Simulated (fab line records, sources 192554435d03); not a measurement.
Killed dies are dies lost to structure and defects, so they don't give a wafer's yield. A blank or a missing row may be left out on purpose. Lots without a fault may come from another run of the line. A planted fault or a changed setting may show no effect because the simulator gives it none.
Split-lot experiment | flow n5_finfet | 7 lots, 21 wafers read, on a route of 1938 steps

THE SPLIT
At N5_BEOL_M12_COAT_04 (resist thk 400 nm), the setting spin_rpm was moved away from the recipe's 1625 rpm on 5 of the 21 wafers read, by -11.0% to +10.3%. The other wafers ran this setting at the recipe's value.

FROM THE SPLIT TO THE READING: what the file shows between them, 5 steps
- N5_BEOL_M12_PEB_08: peb time 90 s (also split here: peb_time_s)
- N5_BEOL_M12_DEVELOP_09: develop time 45 s
- N5_BEOL_M12_HARDBAKE_14: time 120 s
- N5_BEOL_M12_CD_MEAS_10: target cd 140 nm
- N5_BEOL_M12_DESCUM_15: chemistry O2, time 7.9 s

THE READING
coat_of_BEOL_M12_COAT_04.thk_nm (the simulator's own value, which no gauge read), in nm, at N5_BEOL_M12_ETCH_59 (etches BARC in N2/H2, target depth 89 nm, overetch 26.7 nm, time 67.9 s). The file gives no usual value for it. The 16 wafers here that ran the recipe average 316.8 nm, standard deviation 1.7 nm.

wafer  | tool, chamber at the split | spin_rpm as run, rpm | against the recipe | coat_of_BEOL_M12_COAT_04.thk_nm, nm | against lot-mates on the recipe
L074.1 | litho_track-04, 0          | 1625                 | recipe             | 312.6                               | -
L074.4 | litho_track-04, 0          | 1447                 | -11.0%             | 338.4                               | +25.8
L074.6 | litho_track-04, 0          | 1447                 | -11.0%             | 338.4                               | +25.8
L075.1 | litho_track-02, 0          | 1625                 | recipe             | 316.2                               | -
L075.3 | litho_track-02, 0          | 1625                 | recipe             | 315                                 | -
L075.6 | litho_track-02, 0          | 1625                 | recipe             | 316                                 | -
L077.4 | litho_track-04, 0          | 1625                 | recipe             | 317.4                               | -
L077.5 | litho_track-04, 0          | 1625                 | recipe             | 318                                 | -
L077.6 | litho_track-04, 0          | 1625                 | recipe             | 318.4                               | -
L079.3 | litho_track-02, 0          | 1625                 | recipe             | 317.8                               | -
L079.4 | litho_track-02, 0          | 1625                 | recipe             | 317.2                               | -
L079.5 | litho_track-02, 0          | 1625                 | recipe             | 317.4                               | -
L084.1 | litho_track-05, 0          | 1625                 | recipe             | 314.4                               | -
L084.4 | litho_track-05, 0          | 1625                 | recipe             | 314.8                               | -
L084.6 | litho_track-05, 0          | 1532                 | -5.7%              | 328.6                               | +14.0
L089.3 | litho_track-04, 0          | 1625                 | recipe             | 318                                 | -
L089.4 | litho_track-04, 0          | 1625                 | recipe             | 317                                 | -
L089.5 | litho_track-04, 0          | 1553                 | -4.4%              | 325                                 | +7.5
L091.1 | litho_track-04, 0          | 1625                 | recipe             | 318.4                               | -
L091.2 | litho_track-04, 0          | 1792                 | +10.3%             | 298.8                               | -20.1
L091.6 | litho_track-04, 0          | 1625                 | recipe             | 319.4                               | -

THE FIT
A straight line over all 21 wafers: coat_of_BEOL_M12_COAT_04.thk_nm changes by -1.91 nm for each +1% of spin_rpm; r = -0.98; the points scatter about the line by 1.7 nm.
The same after taking each lot's own level away (the mean of its wafers on the recipe; 21 wafers): -2.21 nm for each +1%; r = -0.99; scatter 1 nm.
On that fit, the largest move of spin_rpm shifts the reading by 24 nm.
The lots' own levels span 312.60 to 318.90 nm, that is 3.6 times the standard deviation above.
So the lot-to-lot level changes the slope: the two fits differ.
Check: with one of the wafers moved furthest among these (-11.0%) left out of the fit, the line predicts +23.9 nm for it against its lot-mates. It came out at +25.8 nm against them.

OTHER SPLITS ON THESE WAFERS
These wafers also went through other splits before the reading. Each is held against what the fit with the lots' levels taken away leaves over:
other split on the same wafers | wafers away from the commonest value | r with coat_of_BEOL_M12_COAT_04.thk_nm (lot level and that fit taken away)
N5_BEOL_M9_ETCH_66 time_s      | 6                                    | -0.22
N5_BEOL_M10_COAT_63 spin_rpm   | 8                                    | +0.32
N5_BEOL_M10_EXPOSE_25 dose_mj  | 4                                    | -0.23
N5_BEOL_M11_EXPOSE_25 dose_mj  | 6                                    | +0.09
N5_BEOL_M11_VIA_ETCH_34 time_s | 10                                   | +0.50
N5_BEOL_M12_PEB_08 peb_time_s  | 8                                    | +0.20

THE WHOLE CHAIN: every reading that the file lists as answering this split, in the file's order
step                 | what it does                                                            | reading                                                                          | change (the file's fit)              | r (the file's)
N5_BEOL_M12_COAT_04  | resist thk 400 nm                                                       | coat_of_BEOL_M12_COAT_04.thk_nm (the simulator's own value, which no gauge read) | -2.12 nm for each +1% of the setting | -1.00
N5_BEOL_M12_ETCH_59  | etches BARC in N2/H2, target depth 89 nm, overetch 26.7 nm, time 67.9 s | coat_of_BEOL_M12_COAT_04.thk_nm (the simulator's own value, which no gauge read) | -2.17 nm for each +1% of the setting | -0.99
N5_BEOL_M12_STRIP_63 | strips in N2/H2                                                         | strip_time_to_endpoint_s                                                         | withheld for each +1% of the setting | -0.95

THE FILE'S OWN FIT
coat_of_BEOL_M12_COAT_04.thk_nm changes by -2.17 nm for each +1% of spin_rpm, r = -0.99.
